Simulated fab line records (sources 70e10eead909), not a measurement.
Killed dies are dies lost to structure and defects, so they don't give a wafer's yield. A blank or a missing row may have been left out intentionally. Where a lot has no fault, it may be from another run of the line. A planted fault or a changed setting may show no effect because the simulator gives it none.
fab line records	flow nand_harc
[record] lots = 12	wafers = 36	last_day = 33
route steps=1302 shown P_GATE@132 END@1302
lots that met no fault: from a run of the same line without faults
start_h: hours from the record's first day to the start of the lot's first wafer shown	wait_h: hours from the lot's prior step to this one	" unchanged from the row above	L1.1+2: several wafers, shown together as one row	- no value, or no start given	* or withheld: withheld	< > ~ a bound
route shown NAME@n: names a module that has steps shown in the file, with the first one's number in the route	usual: mean and standard deviation over wafers with no fault	same: alike in all rows	chamber/n: place in a boat	sites: readings site by site	_std_site: how widely they spread, as a standard deviation	_edge_site: outer sites' mean less inner sites'	radius_mm: how far each site lies from the wafer's centre	mask NAME#n: copy n	behind: the most recent tool/chamber to have shaped the wafer	hold: why the lot went on hold/how many hours it stayed there/how the hold came to an end	device: the transistor (n, p or np) that didn't switch	end of line: the same wafers' tests at the end of the route	a step without rows: its recipe alone	killed: dies that structure and defects cost at the first sort, which is not the same as the wafer's yield	map: the dies of a wafer, with x for killed, . for not killed, _ for no die there
set.NAME: the setting as run; set.NAME@STEP: as run at that earlier step	model.NAME: the simulator's own value behind a step, which no gauge read
the route's steps for a sample of lots (tables are steps, rows are wafers)
services: from which hour (start_h, from the record's first day; less than 0 if before it) a tool's chamber was out of use, for how many hours, and why
[[steps]]
[step NHARC_P_GATE_DEP_103]
[recipe] target_thk_a = 300	target_thk_nm = 30	temp_c = 400	flow_sccm = 200	rf_w = 350	material = SiON
[usual] heater_power_w = 683/89
lot.wafer	tool	chamber	start_h	wait_h	heater_power_w
L860.2	pecvd-04	1	102.88	0.4	705
L860.1	"	2	"	"	677
L860.6	"	0	"	"	791
L865.1	pecvd-02	2	141.62	0.6	556
L865.2	"	0	"	"	714
L865.5	"	0	"	"	720
L867.1	pecvd-04	0	159.78	0.5	870
L867.3	"	1	"	"	566
L867.6	"	1	"	"	574
L866.3	pecvd-01	0	159.81	0.4	702
L866.5	"	0	"	"	685
L866.6	"	1	"	"	669
L868.3	pecvd-01	0	171.48	0.3	677
L868.1	"	2	"	"	663
L868.5	"	2	"	"	631
L870.3	pecvd-02	1	198.72	0.4	708
L870.5	"	0	"	"	802
L870.6	"	1	"	"	721
L871.3	pecvd-04	0	202.05	0.3	879
L871.5	"	0	"	"	906
L871.6	"	2	"	"	608
L872.3	pecvd-04	2	219.85	0.3	558
L872.2	"	0	"	"	863
L872.6	"	1	"	"	665
L880.1	pecvd-01	0	296.71	0.6	666
L880.3	"	1	"	"	691
L880.6	"	2	"	"	601
L881.1	pecvd-01	1	307.00	0.6	777
L881.5	"	2	"	"	669
L881.4	"	1	"	"	780
L882.1	pecvd-02	0	311.20	0.6	751
L882.3	"	1	"	"	745
L882.4	"	2	"	"	548
L883.2	pecvd-01	2	327.34	0.5	594
L883.4	"	2	"	"	609
L883.5	"	0	"	"	687
[step NHARC_P_GATE_HM_OPEN_105]
[recipe] target_depth_a = 3600	o2_flow_sccm = 400	cos_flow_sccm = 20	ar_flow_sccm = 0	rf_w = 500	bias_w = 300	chemistry = O2/COS
[usual] drypump_motor_current_A = 5.6/0.33	oes_product_au = 1.000/0.0096	rf_vpp_V = 466.3/2.3	showerhead_plenum_p_Torr = 3.07/0.1	throttle_valve_pct = 28.330/0.009
lot.wafer	tool	chamber	start_h	wait_h	drypump_motor_current_A	oes_product_au	rf_hours_counter_h	rf_vpp_V	showerhead_plenum_p_Torr	throttle_valve_pct
L860.1	rie_diel-12	2	-	-	5.7	0.994	0.5	466.8	3.14	28.315
L860.2	"	3	"	"	5.4	1.009	0.9	464.3	3.00	28.327
L860.6	"	1	"	"	5.8	0.988	-	464.9	2.99	28.323
L865.2	rie_diel-12	0	-	-	5.2	1.005	2.7	463.5	2.98	28.328
L865.1	"	2	"	"	5.6	1.000	1.9	467.7	3.14	28.333
L865.5	"	0	"	"	5.2	1.006	-	464.5	2.98	28.320
L867.1	rie_diel-02	2	-	-	5.5	1.008	5.6	465.9	3.05	28.324
L867.3	"	3	"	"	5.7	1.002	6.5	467.9	3.09	28.321
L867.6	"	2	"	"	5.5	0.993	-	465.2	3.05	28.324
L866.3	rie_diel-12	1	-	-	5.8	0.994	4.3	464.6	2.99	28.344
L866.5	"	2	"	"	5.6	0.990	-	467.4	3.14	28.329
L866.6	"	3	"	"	5.4	1.008	-	465.3	3.00	28.345
L868.1	rie_diel-12	2	-	-	5.7	1.001	4.4	468.2	3.13	28.345
L868.3	"	0	"	"	5.2	0.996	5.7	463.5	2.97	28.325
L868.5	"	1	"	"	5.8	0.998	-	463.0	2.99	28.340
L870.3	rie_diel-09	3	-	-	5.7	0.987	1.4	469.1	3.15	28.333
L870.6	"	2	"	"	6.4	1.017	-	470.3	3.27	28.329
L870.5	"	3	"	"	5.7	0.994	-	468.1	3.15	28.323
L871.3	rie_diel-09	0	-	-	5.1	0.996	2.0	464.6	3.01	28.337
L871.5	"	2	"	"	6.4	1.018	-	470.3	3.27	28.326
L871.6	"	3	"	"	5.7	0.990	-	466.8	3.15	28.326
L872.2	rie_diel-09	3	-	-	5.7	1.007	2.9	469.2	3.15	28.330
L872.3	"	1	"	"	5.1	0.998	5.0	473.4	3.34	28.328
L872.6	"	3	"	"	5.7	1.012	-	467.8	3.15	28.342
L880.3	rie_diel-12	1	-	-	5.8	0.990	0.5	464.1	2.99	28.345
L880.1	"	2	"	"	5.7	0.975	0.4	469.4	3.13	28.328
L880.6	"	3	"	"	5.4	1.007	-	463.4	2.99	28.323
L881.1	rie_diel-02	1	-	-	5.7	0.992	4.1	466.4	3.08	28.319
L881.4	"	3	"	"	5.7	1.000	2.8	466.0	3.09	28.329
L881.5	"	1	"	"	5.7	0.994	-	466.6	3.08	28.327
L882.4	rie_diel-12	1	-	-	5.7	0.987	1.2	464.2	2.99	28.334
L882.1	"	2	"	"	5.6	0.990	1.2	467.7	3.13	28.329
L882.3	"	0	"	"	5.2	0.995	1.6	464.4	2.97	28.333
L883.4	rie_diel-12	0	-	-	5.2	1.011	2.9	464.2	2.97	28.347
L883.2	"	2	"	"	5.6	0.988	2.1	467.8	3.13	28.329
L883.5	"	0	"	"	5.2	1.000	-	465.5	2.97	28.333
[step NHARC_P_GATE_ALD_36]
[recipe] target_thk_a = 200	pulse_time_s = 60	ald_cycles = 223	temp_c = 400	material = SiNx
[usual] ald_cycles = 223/0	heater_power_outer_w = 531/58	heater_power_w = 849/68	precursor_pulse_height_rel = 1.000/0.019
lot.wafer	tool	chamber	start_h	wait_h	ald_cycles	heater_power_outer_w	heater_power_w	precursor_pulse_height_rel
L860.1	ald_sin-04	3	106.08	-	223	524	851	0.980
L860.2	"	1	108.17	-	223	501	861	0.997
L860.6	"	3	110.27	-	223	526	863	0.979
L865.2	ald_sin-01	1	145.11	-	223	582	853	1.016
L865.1	"	2	146.50	-	223	523	829	0.965
L865.5	"	3	147.90	-	223	588	940	0.995
L866.3	ald_sin-03	0	163.09	-	223	470	816	1.009
L866.6	"	3	166.22	-	223	449	711	0.985
L866.5	"	0	167.26	-	223	462	815	1.027
L867.1	ald_sin-04	0	164.02	-	223	562	886	1.044
L867.3	"	1	165.08	-	223	514	882	1.018
L867.6	"	2	166.14	-	223	441	702	0.990
L868.3	ald_sin-01	1	173.61	-	223	581	872	1.013
L868.1	"	2	174.67	-	223	518	838	1.033
L868.5	"	1	177.84	-	223	569	863	1.013
L870.3	ald_sin-03	1	201.88	-	-	-	-	-
L870.5	"	0	205.05	-	-	-	-	-
L870.6	"	1	206.10	-	-	-	-	-
L871.3	ald_sin-01	3	207.34	-	-	-	-	-
L871.6	"	0	208.40	-	-	-	-	-
L871.5	"	1	209.45	-	-	-	-	-
L872.3	ald_sin-04	3	224.08	-	-	-	-	-
L872.2	"	0	225.14	-	-	-	-	-
L872.6	"	2	227.25	-	-	-	-	-
L880.1	ald_sin-01	0	298.82	-	223	525	854	1.004
L880.3	"	2	300.90	-	223	528	822	1.009
L880.6	"	1	304.01	-	223	550	771	0.977
L881.4	ald_sin-04	3	309.06	-	223	541	849	1.001
L881.1	"	1	311.18	-	223	514	928	1.015
L881.5	"	3	313.30	-	223	547	855	1.015
L882.1	ald_sin-03	1	314.22	-	223	613	900	0.972
L882.3	"	2	315.27	-	223	644	980	1.005
L882.4	"	3	316.32	-	223	475	789	0.991
L883.4	ald_sin-01	1	329.46	-	223	564	805	0.998
L883.2	"	3	331.58	-	223	576	939	0.981
L883.5	"	2	334.77	-	223	522	851	0.999
[step NHARC_P_GATE_ETCHBACK_37]
[recipe] target_depth_a = 345	time_s = 17.2	chf3_flow_sccm = 50	o2_flow_sccm = 10	ar_flow_sccm = 200	rf_w = 500	bias_w = 200	chemistry = CHF3/O2
[usual] drypump_motor_current_A = 5.60/0.29	oes_product_au = 0.943/0.027	rf_vpp_V = 369.8/1.8	showerhead_plenum_p_Torr = 2.36/0.076	throttle_valve_pct = 20.572/0.0093
lot.wafer	tool	chamber	start_h	wait_h	drypump_motor_current_A	oes_product_au	rf_hours_counter_h	rf_vpp_V	showerhead_plenum_p_Torr	throttle_valve_pct
L860.2	rie_diel-02	2	-	-	5.44	0.927	4	370.4	2.35	20.588
L860.1	"	1	"	"	5.72	0.928	4	369.9	2.37	20.578
L860.6	"	2	"	"	5.45	0.934	-	369.7	2.35	20.557
L865.1	rie_diel-02	2	-	-	5.46	0.989	6	369.8	2.35	20.578
L865.2	"	3	"	"	5.74	0.964	6	370.5	2.38	20.568
L865.5	"	3	"	"	5.75	0.975	-	371.1	2.38	20.566
L867.1	rie_diel-09	2	-	-	6.42	0.945	0	374.0	2.52	20.556
L867.3	"	1	"	"	5.10	0.913	0	374.5	2.57	20.575
L867.6	"	3	"	"	5.73	0.943	-	370.9	2.42	20.564
L866.3	rie_diel-12	2	-	-	5.67	0.945	4	371.2	2.41	20.562
L866.5	"	2	"	"	5.67	0.945	-	370.6	2.41	20.570
L866.6	"	3	"	"	5.39	0.941	-	369.7	2.30	20.560
L868.1	rie_diel-12	2	-	-	5.63	0.917	5	370.6	2.41	20.580
L868.3	"	3	"	"	5.39	0.926	5	366.8	2.31	20.591
L868.5	"	1	"	"	5.80	0.910	-	369.8	2.30	20.559
L870.3	rie_diel-02	0	-	-	5.47	0.920	7	366.7	2.25	20.582
L870.6	"	2	"	"	5.45	0.927	-	370.4	2.35	20.578
L870.5	"	3	"	"	5.73	0.921	-	371.2	2.38	20.571
L871.3	rie_diel-02	2	-	-	5.44	0.920	9	370.6	2.35	20.572
L871.5	"	1	"	"	5.70	0.919	-	371.0	2.37	20.565
L871.6	"	2	"	"	5.44	0.927	-	369.5	2.35	20.570
L872.3	rie_diel-02	3	-	-	5.74	1.002	0	370.3	2.38	20.568
L872.2	"	1	"	"	5.72	1.005	0	369.5	2.37	20.577
L872.6	"	0	"	"	5.43	1.005	-	366.9	2.25	20.554
L880.1	rie_diel-09	3	-	-	5.73	0.925	7	369.1	2.42	20.580
L880.3	"	1	"	"	5.11	0.917	10	375.3	2.57	20.568
L880.6	"	2	"	"	6.45	0.943	-	373.0	2.51	20.572
L881.1	rie_diel-09	3	-	-	5.70	0.937	7	370.6	2.42	20.558
L881.4	"	1	"	"	5.10	0.925	10	373.9	2.57	20.576
L881.5	"	3	"	"	5.70	0.930	-	370.7	2.42	20.571
L882.4	rie_diel-02	3	-	-	5.75	0.919	4	369.5	2.38	20.569
L882.3	"	0	"	"	5.50	0.939	5	366.8	2.25	20.567
L882.1	"	2	"	"	5.45	0.928	4	369.3	2.34	20.580
L883.4	rie_diel-12	0	-	-	5.23	0.926	4	368.7	2.28	20.580
L883.2	"	3	"	"	5.41	0.932	3	369.3	2.30	20.558
L883.5	"	1	"	"	5.78	0.916	-	368.8	2.30	20.566
[step NHARC_END_SORT_01]
[recipe] temp_c = 25
[usual] killed_at_array = 55/20	killed_at_other = 0.7/0.96	killed_at_periphery = 4.1/2.4	killed_dies = 60/20	killed_open = 3.3/1.9	killed_short = 2.8/1.6
[same] gross_dies = 677
lot.wafer	tool	chamber	start_h	wait_h	hold	killed_at_array	killed_at_other	killed_at_periphery	killed_dies	killed_open	killed_short
L860.1	prober-01	0	575.67	2.5	-	67	0	10	77	5	4
L860.2	prober-01	0	576.48	2.8	-	65	0	6	71	1	4
L860.6	prober-01	0	579.73	4.1	-	72	0	6	78	5	5
L865.1	prober-01	0	607.07	2.5	-	87	0	1	88	1	3
L865.2	prober-01	0	607.87	2.8	-	72	0	2	74	0	1
L865.5	prober-01	0	610.26	3.7	-	79	1	0	80	3	3
L867.1	prober-02	0	621.20	2.5	-	66	2	5	73	4	4
L867.3	prober-02	0	622.79	3.1	-	63	0	4	67	5	1
L867.6	prober-02	0	625.18	4.0	-	52	0	3	55	2	3
L866.3	prober-01	0	622.71	3.0	-	56	0	4	60	2	4
L866.5	prober-01	0	624.26	3.6	-	72	3	8	83	2	1
L866.6	prober-01	0	625.04	3.9	-	73	0	1	74	2	2
L868.1	prober-01	0	654.56	2.5	-	86	1	2	89	6	3
L868.3	prober-01	0	656.14	3.1	-	91	3	2	96	9	2
L868.5	prober-01	0	657.72	3.7	-	74	1	6	81	3	3
L870.3	prober-02	0	656.20	3.1	await_dispo/1.3h/scrap	39	0	638	677	4	3
L870.5	prober-02	0	657.81	3.7	await_dispo/1.3h/scrap	49	0	628	677	5	1
L870.6	prober-02	0	658.62	4.0	await_dispo/1.3h/scrap	45	0	632	677	3	2
L871.3	prober-02	0	672.80	3.1	await_dispo/2.3h/scrap	35	0	642	677	1	2
L871.5	prober-02	0	674.39	3.7	await_dispo/2.3h/scrap	33	3	641	677	3	1
L871.6	prober-02	0	675.18	4.0	await_dispo/2.3h/scrap	35	2	640	677	7	6
L872.2	prober-01	0	690.93	2.8	await_dispo/6.8h/scrap	64	3	610	677	3	1
L872.3	prober-01	0	691.73	3.1	await_dispo/6.8h/scrap	55	1	621	677	2	3
L872.6	prober-01	0	694.14	4.0	await_dispo/6.8h/scrap	62	3	612	677	3	3
L880.1	prober-01	0	761.77	2.5	-	33	2	2	37	5	3
L880.3	prober-01	0	763.37	3.1	-	23	2	3	28	1	2
L880.6	prober-01	0	765.77	4.0	-	30	1	2	33	2	1
L882.1	prober-01	0	782.71	2.5	-	80	1	2	83	5	3
L882.3	prober-01	0	784.32	3.1	-	80	0	3	83	3	2
L882.4	prober-01	0	785.12	3.4	-	79	0	3	82	3	0
L881.1	prober-02	0	782.76	2.5	-	45	0	5	50	6	2
L881.4	prober-02	0	785.17	3.4	-	47	0	2	49	3	3
L881.5	prober-02	0	785.98	3.7	-	44	0	2	46	2	3
L883.2	prober-01	0	799.02	2.8	-	78	1	2	81	2	9
L883.4	prober-01	0	800.61	3.4	-	63	0	3	66	4	4
L883.5	prober-01	0	801.40	3.7	-	64	0	5	69	2	3
// killed by level:class
L860.1 A_CHANNEL_HOLE_D1:chamber_film_flake=26 A_CHANNEL_HOLE_D2:chamber_film_flake=16 P_GATE:chamber_film_flake=9 A_BONDPAD:chamber_film_flake=7 A_CONTACT:chamber_film_flake=4 A_STAIRCASE:chamber_film_flake=3 A_ONON_D1:geometric_particle:open=2 A_ONON_D2:geometric_particle:open=2
L860.2 A_CHANNEL_HOLE_D2:chamber_film_flake=28 A_CHANNEL_HOLE_D1:chamber_film_flake=23 P_M1:chamber_film_flake=3 A_STAIRCASE:chamber_film_flake=3 A_BONDPAD:chamber_film_flake=3 A_CHANNEL_FILL_D2:geometric_particle:short=2 P_GATE:chamber_film_flake=2 A_CONTACT:chamber_film_flake=2
L860.6 A_CHANNEL_HOLE_D1:chamber_film_flake=30 A_CHANNEL_HOLE_D2:chamber_film_flake=24 A_BONDPAD:chamber_film_flake=5 P_M1:chamber_film_flake=4 A_CHANNEL_FILL_D2:geometric_particle:open=3 A_DECK1_JOINT:geometric_particle:short=2 A_STAIRCASE:chamber_film_flake=2 A_CONTACT:chamber_film_flake=2
L865.1 A_CHANNEL_HOLE_D1:chamber_film_flake=29 A_SLIT:chamber_film_flake=29 A_CHANNEL_HOLE_D2:chamber_film_flake=14 A_CONTACT:chamber_film_flake=6 A_STAIRCASE:chamber_film_flake=4 A_CHANNEL_FILL_D1:geometric_particle:short=1 A_ONON_D2:geometric_particle:open=1 A_CHANNEL_FILL_D2:geometric_particle:short=1
L865.2 A_CHANNEL_HOLE_D1:chamber_film_flake=29 A_SLIT:chamber_film_flake=23 A_CHANNEL_HOLE_D2:chamber_film_flake=10 A_CONTACT:chamber_film_flake=6 A_CHANNEL_FILL_D2:chamber_film_flake=2 A_CHANNEL_FILL_D2:geometric_particle:short=1 P_ZERO_WELL:chamber_film_flake=1 P_GATE:chamber_film_flake=1
L865.5 A_CHANNEL_HOLE_D1:chamber_film_flake=27 A_SLIT:chamber_film_flake=21 A_CONTACT:chamber_film_flake=11 A_CHANNEL_HOLE_D2:chamber_film_flake=8 A_STAIRCASE:chamber_film_flake=3 A_CHANNEL_FILL_D1:geometric_particle:short=2 A_ONON_D2:geometric_particle:open=1 A_WL_FILL:geometric_particle:short=1
L867.1 A_CHANNEL_HOLE_D1:chamber_film_flake=27 A_CHANNEL_HOLE_D2:chamber_film_flake=14 A_SGD_CUT:chamber_film_flake=8 A_STAIRCASE:chamber_film_flake=4 A_CONTACT:chamber_film_flake=4 P_CONTACT:geometric_particle:open=2 A_ONON_D1:geometric_particle:short=2 A_DECK1_JOINT:chamber_film_flake=2
L866.3 A_CHANNEL_HOLE_D2:chamber_film_flake=25 A_SLIT:chamber_film_flake=21 A_CHANNEL_FILL_D1:geometric_particle:short=2 A_WL_FILL:geometric_particle:short=2 P_ZERO_WELL:chamber_film_flake=2 A_CHANNEL_HOLE_D1:chamber_film_flake=2 P_M0:geometric_particle:open=1 A_WL_FILL:geometric_particle:open=1
L867.3 A_CHANNEL_HOLE_D1:chamber_film_flake=33 A_CHANNEL_HOLE_D2:chamber_film_flake=13 A_STAIRCASE:chamber_film_flake=4 A_CONTACT:chamber_film_flake=4 A_SGD_CUT:chamber_film_flake=3 A_BLC:geometric_particle:open=2 P_GATE:chamber_film_flake=2 P_BONDPAD:chamber_film_flake=2
L866.5 A_CHANNEL_HOLE_D2:chamber_film_flake=36 A_SLIT:chamber_film_flake=24 P_ZERO_WELL:chamber_film_flake=5 A_DECK1_JOINT:chamber_film_flake=4 THIN_TSV:chamber_film_flake=3 A_STAIRCASE:chamber_film_flake=2 A_WL_FILL:chamber_film_flake=2 P_CONTACT:geometric_particle:open=1
L866.6 A_CHANNEL_HOLE_D2:chamber_film_flake=30 A_SLIT:chamber_film_flake=26 A_DECK1_JOINT:chamber_film_flake=4 A_CHANNEL_HOLE_D1:chamber_film_flake=3 A_STAIRCASE:chamber_film_flake=3 A_SOURCE_PLATE:geometric_particle:open=1 A_ONON_D2:geometric_particle:short=1 A_CHANNEL_FILL_D2:geometric_particle:open=1
L867.6 A_CHANNEL_HOLE_D1:chamber_film_flake=32 A_CHANNEL_HOLE_D2:chamber_film_flake=6 A_ZERO_WELL:chamber_film_flake=2 A_STAIRCASE:chamber_film_flake=2 A_SGD_CUT:chamber_film_flake=2 A_CONTACT:chamber_film_flake=2 A_CHANNEL_FILL_D1:geometric_particle:short=1 A_DECK1_JOINT:geometric_particle:short=1
L868.1 A_CHANNEL_HOLE_D1:chamber_film_flake=29 A_SLIT:chamber_film_flake=28 A_CHANNEL_HOLE_D2:chamber_film_flake=12 A_STAIRCASE:chamber_film_flake=3 A_CHANNEL_FILL_D1:geometric_particle:open=2 A_WL_FILL:geometric_particle:short=2 A_DECK1_JOINT:chamber_film_flake=2 A_CHANNEL_FILL_D1:geometric_particle:short=1
L868.3 A_CHANNEL_HOLE_D1:chamber_film_flake=32 A_SLIT:chamber_film_flake=26 A_CHANNEL_HOLE_D2:chamber_film_flake=16 A_DECK1_JOINT:geometric_particle:open=3 THIN_TSV:chamber_film_flake=3 A_STAIRCASE:chamber_film_flake=3 P_STI:geometric_particle:short=1 A_CHANNEL_FILL_D1:geometric_particle:open=1
L870.3 P_GATE:area_ald=632 A_SLIT:chamber_film_flake=22 A_CONTACT:chamber_film_flake=6 A_CHANNEL_HOLE_D2:chamber_film_flake=3 P_M2:chamber_film_flake=2 P_BONDPAD:chamber_film_flake=2 P_STI:geometric_particle:open=1 P_CONTACT:geometric_particle:open=1
L868.5 A_CHANNEL_HOLE_D1:chamber_film_flake=32 A_SLIT:chamber_film_flake=18 A_CHANNEL_HOLE_D2:chamber_film_flake=9 A_STAIRCASE:chamber_film_flake=5 A_CHANNEL_FILL_D2:chamber_film_flake=2 A_CONTACT:chamber_film_flake=2 P_CONTACT:geometric_particle:open=1 P_M0:geometric_particle:short=1
L870.5 P_GATE:area_ald=623 A_SLIT:chamber_film_flake=29 A_CONTACT:chamber_film_flake=4 A_DECK1_JOINT:chamber_film_flake=3 A_CHANNEL_HOLE_D2:chamber_film_flake=3 A_CHANNEL_HOLE_D1:chamber_film_flake=2 P_GATE:geometric_particle:open=1 P_CONTACT:geometric_particle:open=1
L870.6 P_GATE:area_ald=621 A_SLIT:chamber_film_flake=30 P_M2:chamber_film_flake=6 A_CHANNEL_HOLE_D1:chamber_film_flake=4 A_CHANNEL_FILL_D1:geometric_particle:open=2 A_CONTACT:chamber_film_flake=2 A_DECK1_JOINT:chamber_film_flake=2 A_CHANNEL_HOLE_D2:chamber_film_flake=2
L871.3 P_GATE:area_ald=636 A_CHANNEL_HOLE_D2:chamber_film_flake=16 A_CONTACT:chamber_film_flake=5 A_CHANNEL_HOLE_D1:chamber_film_flake=4 A_DECK1_JOINT:chamber_film_flake=3 P_M2:chamber_film_flake=2 A_M1:chamber_film_flake=2 A_ONON_D1:geometric_particle:short=1
L871.5 P_GATE:area_ald=634 A_CHANNEL_HOLE_D2:chamber_film_flake=17 A_CHANNEL_HOLE_D1:chamber_film_flake=4 A_SLIT:chamber_film_flake=4 A_M1:chamber_film_flake=4 THIN_TSV:chamber_film_flake=3 P_CONTACT:geometric_particle:open=2 P_BONDPAD:chamber_film_flake=2
L871.6 P_GATE:area_ald=635 A_CHANNEL_HOLE_D2:chamber_film_flake=12 A_CHANNEL_HOLE_D1:chamber_film_flake=6 A_SLIT:chamber_film_flake=4 A_CONTACT:chamber_film_flake=3 P_M0:geometric_particle:short=2 A_CHANNEL_FILL_D2:geometric_particle:open=2 THIN_TSV:chamber_film_flake=2
L872.2 P_GATE:area_ald=605 A_CHANNEL_HOLE_D1:chamber_film_flake=32 A_CONTACT:chamber_film_flake=10 A_SLIT:chamber_film_flake=8 A_WL_FILL:chamber_film_flake=5 P_GATE:chamber_film_flake=4 THIN_TSV:chamber_film_flake=3 A_CHANNEL_FILL_D1:geometric_particle:open=2
L872.3 P_GATE:area_ald=613 A_CHANNEL_HOLE_D1:chamber_film_flake=34 A_CONTACT:chamber_film_flake=8 P_GATE:chamber_film_flake=3 P_CONTACT:chamber_film_flake=3 A_CHANNEL_HOLE_D2:chamber_film_flake=3 A_WL_FILL:chamber_film_flake=3 P_CONTACT:geometric_particle:short=1
L872.6 P_GATE:area_ald=603 A_CHANNEL_HOLE_D1:chamber_film_flake=30 A_CONTACT:chamber_film_flake=11 P_CONTACT:chamber_film_flake=5 A_SLIT:chamber_film_flake=5 A_CHANNEL_HOLE_D2:chamber_film_flake=3 A_WL_FILL:chamber_film_flake=3 THIN_TSV:chamber_film_flake=3
L880.1 A_CHANNEL_HOLE_D1:chamber_film_flake=14 A_SLIT:chamber_film_flake=5 A_CONTACT:chamber_film_flake=4 A_WL_FILL:geometric_particle:short=2 A_WL_FILL:geometric_particle:open=2 P_ZERO_WELL:geometric_particle:open=1 A_SOURCE_PLATE:geometric_particle:open=1 A_ONON_D1:geometric_particle:open=1
L880.3 A_CHANNEL_HOLE_D1:chamber_film_flake=14 A_CONTACT:chamber_film_flake=4 P_STI:chamber_film_flake=2 THIN_TSV:chamber_film_flake=2 P_M0:geometric_particle:short=1 A_CHANNEL_FILL_D2:geometric_particle:open=1 A_M1:geometric_particle:short=1 A_ZERO_WELL:chamber_film_flake=1
L880.6 A_CHANNEL_HOLE_D1:chamber_film_flake=13 A_SLIT:chamber_film_flake=6 A_CONTACT:chamber_film_flake=3 A_CHANNEL_FILL_D2:geometric_particle:open=1 A_WL_FILL:geometric_particle:short=1 A_CONTACT:geometric_particle:open=1 P_ZERO_WELL:chamber_film_flake=1 P_M1:chamber_film_flake=1
L882.1 A_SLIT:chamber_film_flake=35 A_CHANNEL_HOLE_D2:chamber_film_flake=26 A_CONTACT:chamber_film_flake=3 A_M1:chamber_film_flake=3 A_CHANNEL_FILL_D2:geometric_particle:short=2 A_WL_FILL:chamber_film_flake=2 P_CONTACT:geometric_particle:open=1 A_CHANNEL_HOLE_D1:geometric_particle:short=1
L881.1 A_CHANNEL_HOLE_D1:chamber_film_flake=19 A_CONTACT:chamber_film_flake=9 A_SLIT:chamber_film_flake=6 P_ZERO_WELL:chamber_film_flake=4 A_WL_FILL:geometric_particle:open=2 A_CHANNEL_FILL_D2:chamber_film_flake=2 A_STAIRCASE:chamber_film_flake=2 P_CONTACT:geometric_particle:open=1
L882.3 A_CHANNEL_HOLE_D2:chamber_film_flake=32 A_SLIT:chamber_film_flake=26 A_CONTACT:chamber_film_flake=9 A_CHANNEL_HOLE_D1:chamber_film_flake=3 P_ZERO_WELL:chamber_film_flake=2 A_CHANNEL_FILL_D1:chamber_film_flake=2 A_STAIRCASE:chamber_film_flake=2 P_STI:geometric_particle:open=1
L882.4 A_SLIT:chamber_film_flake=33 A_CHANNEL_HOLE_D2:chamber_film_flake=27 A_CONTACT:chamber_film_flake=10 A_STAIRCASE:chamber_film_flake=3 A_CHANNEL_FILL_D2:chamber_film_flake=2 A_ONON_D2:geometric_particle:open=1 A_WL_FILL:geometric_particle:open=1 A_BLC:geometric_particle:open=1
L881.4 A_CHANNEL_HOLE_D1:chamber_film_flake=16 A_SLIT:chamber_film_flake=10 A_CHANNEL_FILL_D2:chamber_film_flake=7 A_STAIRCASE:chamber_film_flake=3 A_CONTACT:chamber_film_flake=3 P_M0:geometric_particle:open=1 A_CHANNEL_FILL_D1:geometric_particle:short=1 A_ONON_D2:geometric_particle:open=1
L881.5 A_CHANNEL_HOLE_D1:chamber_film_flake=15 A_SLIT:chamber_film_flake=14 A_CONTACT:chamber_film_flake=6 A_CHANNEL_FILL_D1:geometric_particle:short=2 P_ZERO_WELL:chamber_film_flake=2 A_CHANNEL_FILL_D2:chamber_film_flake=2 A_STAIRCASE:chamber_film_flake=2 A_ONON_D2:geometric_particle:short=1
L883.2 A_CHANNEL_HOLE_D2:chamber_film_flake=29 A_CHANNEL_HOLE_D1:chamber_film_flake=23 A_SLIT:chamber_film_flake=7 A_CONTACT:chamber_film_flake=4 A_CHANNEL_FILL_D2:geometric_particle:short=2 A_WL_FILL:geometric_particle:short=2 A_STAIRCASE:chamber_film_flake=2 A_SGD_CUT:chamber_film_flake=2
L883.4 A_CHANNEL_HOLE_D2:chamber_film_flake=27 A_CHANNEL_HOLE_D1:chamber_film_flake=8 A_SLIT:chamber_film_flake=8 A_STAIRCASE:chamber_film_flake=5 A_SGD_CUT:chamber_film_flake=3 A_WL_FILL:geometric_particle:open=2 P_M0:chamber_film_flake=2 A_CONTACT:chamber_film_flake=2
L883.5 A_CHANNEL_HOLE_D2:chamber_film_flake=23 A_SLIT:chamber_film_flake=12 A_CHANNEL_HOLE_D1:chamber_film_flake=8 A_CONTACT:chamber_film_flake=7 A_STAIRCASE:chamber_film_flake=5 P_M0:chamber_film_flake=3 P_GATE:chamber_film_flake=2 A_CHANNEL_FILL_D2:chamber_film_flake=2
[[services]]
tool	chamber	start_h	hours	kind
rie_diel-12	-	91.45	9.0	pm
rie_diel-02	0	91.93	39.2	repair
pecvd-01	-	92.63	1.3	repair
pecvd-01	2	118.52	50.6	repair
rie_diel-09	1	126.39	13.9	repair
ald_sin-01	0	129.83	14.0	repair
pecvd-01	-	130.08	13.0	pm
rie_diel-09	2	134.92	6.7	repair
rie_diel-09	-	143.17	9.0	pm
ald_sin-01	0	164.64	5.0	repair
rie_diel-02	3	172.30	6.0	repair
rie_diel-12	1	190.19	8.3	repair
rie_diel-09	3	190.44	5.8	repair
rie_diel-09	-	200.90	0.7	repair
pecvd-01	-	202.01	5.5	repair
rie_diel-12	0	212.10	42.8	repair
ald_sin-01	-	213.44	10.0	pm
rie_diel-02	-	216.82	9.0	pm
rie_diel-12	-	252.16	0.4	repair
rie_diel-09	-	260.27	0.2	repair
rie_diel-02	2	261.66	1.5	repair
rie_diel-12	-	268.45	9.0	pm
rie_diel-12	0	301.09	3.1	repair
rie_diel-09	-	320.17	9.0	pm
[[key]]
[first_sign] step = NHARC_P_GATE_ALD_36	reading = tool_record	direction = missing
[effect] step = NHARC_END_SORT_01	reading = killed_at_periphery	direction = up	sigmas = 99+	usual = 4.1	struck = 629.3
[more_kills_born_at] NHARC_P_GATE_ALD_36@ald_sin-01 = 1905	NHARC_P_GATE_ALD_36@ald_sin-03 = 1876	NHARC_P_GATE_ALD_36@ald_sin-04 = 1821
met_at NHARC_P_GATE_ALD_36
struck_lots L870,L871,L872
later_rows_left_out L870.3,L870.5,L870.6,L871.3,L871.5,L871.6,L872.2,L872.3,L872.6
tester_left_out L870,L871,L872
not_acting_at NHARC_P_GATE_DEP_103,NHARC_P_GATE_HM_OPEN_105,NHARC_P_GATE_ETCHBACK_37
onset_between 173.61 201.88
[fault] kind = skipped_step_whole	tool = ald_sin-01,ald_sin-03,ald_sin-04	chamber = -	onset_h = 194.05	steps = NHARC_P_GATE_ALD_36	scope = struck_lots_only
// tester_left_out: of these lots the tester's yield and bins aren't shown, on N5 and GAA mostly nor the transistor test; their killed dies are dies lost to structure and defects alone, not to doping, threshold or leakage, so they don't give the yield
// later_rows_left_out: the simulator's readings of these wafers behind a module that went badly wrong aren't trusted and aren't shown, but for the sort
